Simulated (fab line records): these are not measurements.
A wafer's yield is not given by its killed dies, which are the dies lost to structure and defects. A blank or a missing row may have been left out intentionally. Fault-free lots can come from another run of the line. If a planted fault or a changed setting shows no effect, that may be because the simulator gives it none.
Which tool did it?	flow nand-harc	72 wafers sampled from 24 lots at 1 step of a route of 1159

## WHAT THE GAUGES SHOWED, per wafer
NHARC_A_CHANNEL_HOLE_D1_INSPECT_12. Usual: raw-defect-count at 5.8, with a standard deviation of 2.7.
lot	measured	on	raw-defect-count	flag
L074	day 8 14:10	defect-inspect-02	3 4 4	
L075	day 8 20:40	defect-inspect-02	6 7 5	
L076	day 8 21:17	defect-inspect-02	4 7 3	
L080	day 9 06:04	defect-inspect-01	6 7 13	
L077	day 9 06:23	defect-inspect-02	6 8 7	
L078	day 9 06:34	defect-inspect-02	4 9 5	
L079	day 9 10:29	defect-inspect-02	4 4 6	
L081	day 9 20:59	defect-inspect-01	8 1 6	
L083	day 10 06:34	defect-inspect-01	7 6 7	
L082	day 10 11:16	defect-inspect-01	5 6 2	
L084	day 11 02:11	defect-inspect-01	8 5 10	
L087	day 11 10:25	defect-inspect-02	5 9 6	
L086	day 11 11:17	defect-inspect-01	3 11 9	
L085	day 11 11:52	defect-inspect-01	4 1 4	
L089	day 12 03:45	defect-inspect-02	6 3 12	
L088	day 12 04:20	defect-inspect-02	10 4 2	
L091	day 12 07:00	defect-inspect-02	9 12 6	
L090	day 12 07:29	defect-inspect-02	6 3 5	
L093	day 12 15:00	defect-inspect-01	7 1 8	
L092	day 12 16:24	defect-inspect-02	5 3 1	
L094	day 13 03:58	defect-inspect-01	8 4 10	
L096	day 13 08:19	defect-inspect-01	6 6 10	
L095	day 13 09:13	defect-inspect-02	6 8 5	
L097	day 14 03:49	defect-inspect-01	7 3 7	

## TOOL THAT RAN EACH LOT (tool first, then ch and the chambers of the sampled wafers, then the start)
The record holds no process step before these readings.

## AS READ BY THE TOOLS THEMSELVES (means over the sampled wafers that have a number; for cases with no such wafer, the mark the record gives instead)
The record holds no such reading with a usual standard deviation.

## THE ANSWER, worked out from the rows above alone
Rule: a lot counts as off when the mean over its wafers that have a number is more than 3 standard deviations away from the usual mean. Also off: a lot with no number at a reading for which 4 or more lots have one. All remaining lots with rows at the step are treated as sound. The gauges are gone through in route order, then the tools' own readings, and for those a lot's mean is taken as printed above. At the first step where some lot is off, the reading lying furthest off is the one used; lots without a number count as furthest.
Nothing can be told from this: no lot is off at any reading shown.

## WHAT HAD BEEN PUT IN BY THE SIMULATOR
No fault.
